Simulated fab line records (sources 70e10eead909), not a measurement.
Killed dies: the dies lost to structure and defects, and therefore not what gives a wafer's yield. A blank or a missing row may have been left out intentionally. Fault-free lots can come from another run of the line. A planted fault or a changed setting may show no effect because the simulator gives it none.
One fault seen from 3 desks	flow nand harc	each desk has only its own numbers; what lay behind them comes last

== THE TOOL OWNER'S DESK: ecd cu-01 ==
The tool's own readings at NHARC_A_BONDPAD_ECD_18 (material Cu, target thk 400 nm): means of the sampled wafers that have a number, for each lot that ran on this tool. The brackets show how far a lot's mean lies from the usual mean; more than 4 standard deviations puts the lot out of limits, marked OUT.
Columns: A = bath heat duty pct at NHARC_A_BONDPAD_ECD_18, usual 5.8 %; B = bath temp c at NHARC_A_BONDPAD_ECD_18, usual 25.01 C
lot	first seen here	A	B
L801	day 17 14:11	5.9	25.03
L802	day 18 04:32	6.1	24.89
L807	day 18 14:54	5.5	25.09
L806	day 18 15:41	5.7	24.85
L805	day 18 20:08	5.8	25.06
L810	day 20 00:36	5.8	25.00
L813	day 20 16:06	5.9	24.90
L821	day 23 04:43	5.9	25.12
L822	day 23 09:43	5.8	25.08
L823	day 23 19:10	5.8	25.13
Finding of this desk: none of the 10 lots has anything out of limits.

== FROM THE METROLOGY DESK ==
Means of the sampled wafers that have a number, per lot and without regard to the tool the lot ran on: this is what the gauges read. The brackets show how far a lot's mean lies from the usual mean; more than 4 standard deviations puts the lot out of limits, marked OUT.
Columns: A = thk nm at NHARC_A_BONDPAD_THK_MEAS_20, usual 170.0 nm
lot	first seen here	A
L801	day 17 15:05	168.8
L802	day 18 05:32	171.5
L807	day 18 15:57	168.9
L806	day 18 16:44	169.4
L805	day 18 21:10	169.7
L808	day 19 16:14	169.3
L810	day 20 01:39	170.6
L813	day 20 17:09	171.3
L818	day 22 10:27	30.7 (-93) OUT
L819	day 22 13:28	30.4 (-93) OUT
L821	day 23 05:45	171.3
L822	day 23 10:45	170.0
L823	day 23 20:13	169.2
L824	day 24 00:35	169.0
Finding of this desk: L818, L819 out of limits; the first was L818 at day 22 10:27, on thk nm at NHARC_A_BONDPAD_THK_MEAS_20. In limits: L801, L802, L807, L806, L805, L808, L810, L813, L821, L822, L823, L824.

== THE DEFECT DESK ==
What the inspections along the route counted, lot by lot: means of the sampled wafers that have a number. The brackets show how far a lot's mean lies from the usual mean; more than 4 standard deviations puts the lot out of limits, marked OUT.
Columns: A = raw defect count at NHARC_HYBRID_BOND_INSPECT_06, usual 33
lot	first seen here	A
L801	day 18 04:44	36
L802	day 18 13:38	21
L807	day 18 22:19	22
L806	day 19 02:50	30
L805	day 19 08:53	11
L808	day 20 02:38	20
L810	day 20 09:53	14
L813	day 21 06:26	33
L821	day 23 16:47	64
L822	day 23 21:08	23
L823	day 24 04:16	43
L824	day 24 10:41	48
Finding of this desk: none of the 12 lots has anything out of limits.

== BROUGHT TOGETHER ==
Metrology desk: alarm possible at day 22 10:27 on L818, L819.
Nothing out of limits was seen by the tool owner's desk.
The defect desk saw nothing out of limits.
The tool owner's desk has no number on record for L818, L819.
The defect desk has no number on record for L818, L819.
NHARC_A_BONDPAD_ECD_18 was run on ecd cu-01 by each of the lots named.

== WHAT THE SIMULATOR HAD INSERTED ==
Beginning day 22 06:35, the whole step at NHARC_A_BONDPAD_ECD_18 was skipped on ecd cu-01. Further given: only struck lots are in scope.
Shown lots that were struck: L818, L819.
Hours from the fault's start to each desk's first reading out of limits: the metrology desk, 4.
